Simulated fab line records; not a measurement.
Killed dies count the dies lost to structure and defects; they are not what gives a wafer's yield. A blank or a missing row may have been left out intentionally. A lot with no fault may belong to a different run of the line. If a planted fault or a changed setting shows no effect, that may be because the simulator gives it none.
Code-filled problem report in 8D (eight disciplines) form | flow n5-finfet | the parts of the form that need people (team, actions taken, sign-off) are left out

1. PROBLEM STATEMENT
At N5_BEOL_M5_CO_CAP_78, run-length-s averages 157.5 s over 3 wafers from 3 lots, while fault-free wafers read 124.8 s, standard deviation 0.56. Measured from the usual mean, that is +58 standard deviations.
The step: material Co, precursor CCTBA/H2, target thk 2 nm, time 102.1 s.
First observed at day 12 01:08: wafer L730.4, on cvd-co-01. The record holds 19 wafers of 7 lots with a number at this step. Rule for "out" (also "out of limits"): further than 4 standard deviations from the usual mean. Any other wafer with a number is counted as sound.

2. WHAT IT IS, WHAT IT ISN'T
question                    | is                     | is not
which readings at this step | run-length-s           | heater-power-w
which lots                  | L730, L732, L735       | L725, L727, L741, L742
which wafers of those lots  | L730.4, L732.4, L735.2 | L730.3, L732.6, L735.1, L735.5
read on which tools         | cvd-co-01              | cvd-co-02
when                        | from day 12 01:08      | up to then (7 sound wafers); but 9 sound wafers of L732, L735, L741, L742 came after

3. THE SUSPECTS, EACH WITH WHAT RULES IT OUT
Counting: a tool at a process step up to the reading stays a suspect if it ran every lot that is out. Sound lots after the first of them don't rule it out here, since some wafers of a struck lot are sound.
- cvd-co-01 at N5_BEOL_M5_PRE_CLEAN_77 (time 15 s): kept. It ran every lot that is out, first L730 (day 12 01:05); its last sound lot up to then is L727 (day 10 22:32).
- cvd-co-01 at N5_BEOL_M5_CO_CAP_78 (material Co, precursor CCTBA/H2, target thk 2 nm, time 102.1 s): kept. It ran every lot that is out, first L730 (day 12 01:08); its last sound lot up to then is L727 (day 10 22:35). Out on those wafers are its own readings of run-length-s.
The count leaves cvd-co-01 at N5_BEOL_M5_CO_CAP_78 and cvd-co-01 at N5_BEOL_M5_PRE_CLEAN_77.

4. THE CAUSE (what the simulator had put in)
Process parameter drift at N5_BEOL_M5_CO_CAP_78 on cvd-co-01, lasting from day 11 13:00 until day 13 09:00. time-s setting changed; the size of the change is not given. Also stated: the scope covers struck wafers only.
2 suspects survive the count, and this tool is in that group.

5. THE EFFECT CHAIN, in route order
Each row: a reading whose mean over the struck wafers that have a number lies more than 3 standard deviations from the usual. Only readings for which the record gives a usual standard deviation are gone through. hours: the time from each lot's start at the first step in this table that gives one to its start at this step, as a median over the lots. sigmas: the change in usual standard deviations.
hours | step                 | reading      | usual   | on struck wafers | change | sigmas
0     | N5_BEOL_M5_CO_CAP_78 | run-length-s | 124.8 s | 157.5            | +32.7  | +58
Process steps it contains:
- N5_BEOL_M5_CO_CAP_78: material Co, precursor CCTBA/H2, target thk 2 nm, time 102.1 s.

6. HOW IT WOULD HAVE BEEN CAUGHT EARLIER
First out-of-limits reading in this record: day 12 01:08, which is 12 hours after fault onset at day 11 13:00.
